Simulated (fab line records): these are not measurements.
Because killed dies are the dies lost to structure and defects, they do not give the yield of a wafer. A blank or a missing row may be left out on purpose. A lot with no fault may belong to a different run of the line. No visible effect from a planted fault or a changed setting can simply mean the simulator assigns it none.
2 desks, one fault | flow n5-finfet | each desk has only its own numbers; what lay behind them comes last

THE METROLOGY DESK
Means of the sampled wafers that have a number, per lot and without regard to the tool the lot ran on: this is what the gauges read. Marked OUT: a lot whose mean sits more than 4 standard deviations from the usual mean, which makes it out of limits; the brackets give that distance. Of its 10 readings 7 are shown: those that lie furthest out on some lot.
Columns: A = DIBL_N at N5_BEOL_M4_RC_MEAS_101, usual 35.8 mV/V; B = DIBL_P at N5_BEOL_M4_RC_MEAS_101, usual 36.0 mV/V; C = IOFF_N at N5_BEOL_M4_RC_MEAS_101, usual 0.153 nA/um; D = IOFF_P at N5_BEOL_M4_RC_MEAS_101, usual 0.21 nA/um; E = SS_N at N5_BEOL_M4_RC_MEAS_101, usual 71.4 mV/dec; F = SS_P at N5_BEOL_M4_RC_MEAS_101, usual 73.2 mV/dec; G = VT_P at N5_BEOL_M4_RC_MEAS_101, usual -250 mV
lot  | first seen here | A    | B    | C     | D    | E    | F    | G
L176 | day 8 01:53     | 34.2 | 35.1 | 0.136 | 0.20 | 70.6 | 72.5 | -251
L192 | day 12 05:26    | 36.9 | 35.3 | 0.148 | 0.20 | 71.7 | 73.3 | -250
L194 | day 12 10:55    | 36.0 | 34.1 | 0.136 | 0.16 | 71.6 | 72.4 | -256
L195 | day 13 01:18    | 37.8 | 38.3 | 0.182 | 0.23 | 72.0 | 74.3 | -251
This desk's finding: nothing out of limits on any of the 4 lots.

TOOL OWNER'S DESK, litho-track-01
The tool's own readings at N5_BEOL_M1_COAT_22 (resist thk 30 nm): means of the sampled wafers that have a number, for each lot that ran on this tool. Marked OUT: a lot whose mean sits more than 4 standard deviations from the usual mean, which makes it out of limits; the brackets give that distance.
Columns: A = resist-line-temp-C at N5_BEOL_M1_COAT_22, usual 23.00 C; B = spin-speed-rpm at N5_BEOL_M1_COAT_22, usual 1499.9 rpm
lot  | first seen here | A     | B
L176 | day 6 03:42     | 23.12 | 1499.1
L192 | day 10 03:18    | 23.06 | 1834.9 (+99 or more) OUT
L194 | day 10 10:21    | 22.94 | 1834.3 (+99 or more) OUT
This desk finds L192, L194 out of limits, L192 being first, at day 10 03:18 (spin-speed-rpm at N5_BEOL_M1_COAT_22). In limits: L176.

ALL TOGETHER
On L192, L194, at day 10 03:18, an alarm was possible from the tool owner's desk.
Nothing out of limits was seen by the metrology desk.
The metrology desk holds a record of L192, L194, inside its limits.
All the named lots went through N5_BEOL_M1_COAT_22 on litho-track-01.

WHAT HAD BEEN PUT IN BY THE SIMULATOR
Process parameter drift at N5_BEOL_M1_COAT_22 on litho-track-01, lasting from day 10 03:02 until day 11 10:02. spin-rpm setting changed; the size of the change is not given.
Struck lots among those shown: L192, L194.
How many hours passed from the start of the fault until each desk's first out-of-limits reading: the tool owner's desk, 0.
